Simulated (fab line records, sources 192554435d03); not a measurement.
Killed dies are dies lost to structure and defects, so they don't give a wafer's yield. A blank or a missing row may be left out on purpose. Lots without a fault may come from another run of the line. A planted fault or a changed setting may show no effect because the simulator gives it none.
A struck lot beside a sound one | flow n5_finfet | 22 steps out of a route of 1938
Sound: wafers L690.1, L690.5, L690.6. Struck: wafer L684.1. (L684.6 of the same lot was not struck and is left out.) The cause comes at the end.
At each step with rows: each side's tool, then ch and its chambers, then its first start. Under that, the readings that differ: sound wafers | struck wafers | difference of the means | sigmas: that difference in standard deviations of wafers without a fault.
alike: readings whose means differ by less than 2 such deviations, and words and numbers that are the same on both sides. not compared: withheld readings, readings that some wafer has no value for, bounds like >300 that may hide the same value, and numbers for which the record gives no deviation and whose values overlap.
The two part at a step that has a row with sigmas, a row that says differs or no value, or rows on one side only. Numbers that don't overlap but have no deviation are shown without sigmas and don't part them. A reading that every wafer of one side lacks parts them only if that side has two wafers or more.

N5_ZERO_LAYER_CD_MEAS_11: target cd 2000 nm.
  sound on cd_sem-03 ch 0, day 5 18:46; struck on cd_sem-01 ch 0, day 4 06:38
  alike: cd_nm
N5_ZERO_LAYER_DESCUM_16: chemistry O2, time 7.9 s.
  sound on rie_diel-01 ch 0,2,3, day 5 18:48; struck on rie_diel-01 ch 2, day 4 06:41
  alike: drypump_motor_current_A, oes_product_au, rf_vpp_V, showerhead_plenum_p_Torr, throttle_valve_pct
  not compared: rf_hours_counter_h
N5_ZERO_LAYER_ETCH_17: etches SiO2 in CF4, target depth 12 nm, time 13.3 s.
  sound on rie_diel-01 ch 0,2,3, day 5 18:50; struck on rie_diel-01 ch 2, day 4 06:43
  alike: bias_w, drypump_motor_current_A, oes_product_au, rf_vpp_V, showerhead_plenum_p_Torr, throttle_valve_pct
  not compared: rf_hours_counter_h
N5_ZERO_LAYER_ETCH_18: etches Si in HBr/Cl2, target depth 120 nm, time 40 s.
  sound on rie_si-05 ch 1,2, day 5 18:55; struck on rie_si-05 ch 3, day 4 06:48
  alike: bias_w, drypump_motor_current_A, oes_product_au, throttle_valve_pct
  not compared: rf_hours_counter_h
N5_ZERO_LAYER_STRIP_24: strips in O2.
  sound on plasma_asher-01 ch 0,1, day 5 19:02; struck on plasma_asher-01 ch 0, day 4 06:59
  alike: drypump_motor_current_A, heater_power_w, oes_product_au, strip_time_to_endpoint_s
  not compared: rf_hours_counter_h
then, 1 step without rows for these wafers: N5_ZERO_LAYER_STRIP_19 (strips in SPM, time 900 s).
N5_ZERO_LAYER_INSPECT_20: inspects for defects (darkfield).
  sound on defect_inspect-01, day 5 19:23; struck on defect_inspect-02, day 4 07:20
  alike: raw_defect_count
then, 5 steps without rows for these wafers: N5_WELL_APT_HMDS_01 (time 60 s); N5_WELL_APT_COAT_02 (resist thk 950 nm); N5_WELL_APT_EBR_04; N5_WELL_APT_SOFTBAKE_03 (time 60 s); N5_WELL_APT_EXPOSE_05 (exposes mask NWELL, defocus 0 nm, target cd 200 nm).
N5_WELL_APT_PEB_06: peb time 90 s.
  sound on litho_track-04 ch 0, day 5 19:43; struck on litho_track-05 ch 0, day 4 07:39
then, 2 steps without rows for these wafers: N5_WELL_APT_DEVELOP_07 (develop time 45 s); N5_WELL_APT_HARDBAKE_12 (time 120 s).
N5_WELL_APT_CD_MEAS_08: target cd 200 nm.
  sound on cd_sem-03 ch 0, day 5 19:49; struck on cd_sem-03 ch 0, day 4 07:46
  alike: cd_nm
N5_WELL_APT_OVL_MEAS_09:
  sound on overlay-02 ch 0, day 5 19:51; struck on overlay-01 ch 0, day 4 07:48
  alike: NWELL_OVL
N5_WELL_APT_INSPECT_10: inspects for defects (macro).
  sound on defect_inspect-02, day 5 19:52; struck on defect_inspect-01, day 4 07:49
  alike: raw_defect_count
N5_WELL_APT_DESCUM_13: chemistry O2, time 7.9 s.
  sound on rie_diel-05 ch 0,1,3, day 5 20:13; struck on rie_diel-05 ch 0, day 4 07:52
  alike: drypump_motor_current_A, oes_product_au, rf_vpp_V, showerhead_plenum_p_Torr, throttle_valve_pct
  not compared: rf_hours_counter_h, model.WELL_APT.cd_nm
then, 1 step without rows for these wafers: N5_WELL_APT_IMPLANT_14.
-- the record jumps here: 6 days lie between the struck wafers' starts before and after (it left off in module WELL_APT and takes up again in module BEOL_M4, whose first step shown is number 1111 of the route) --
N5_BEOL_M4_RC_MEAS_101:
  sound on prober-01 ch 0, day 13 17:16; struck on prober-01 ch 0, day 10 13:13
  alike: DIBL_N, DIBL_P, IOFF_N, IOFF_P, ION_N, ION_P, SS_N, SS_P, VT_N, VT_P
N5_PASSIVATION_PROBE_49:
  the record has rows for the sound wafers here (prober-02, day 18 00:57) and none for the struck ones

WHERE THEY PART
Only at N5_PASSIVATION_PROBE_49, within this record.

WHY: what the simulator had put in
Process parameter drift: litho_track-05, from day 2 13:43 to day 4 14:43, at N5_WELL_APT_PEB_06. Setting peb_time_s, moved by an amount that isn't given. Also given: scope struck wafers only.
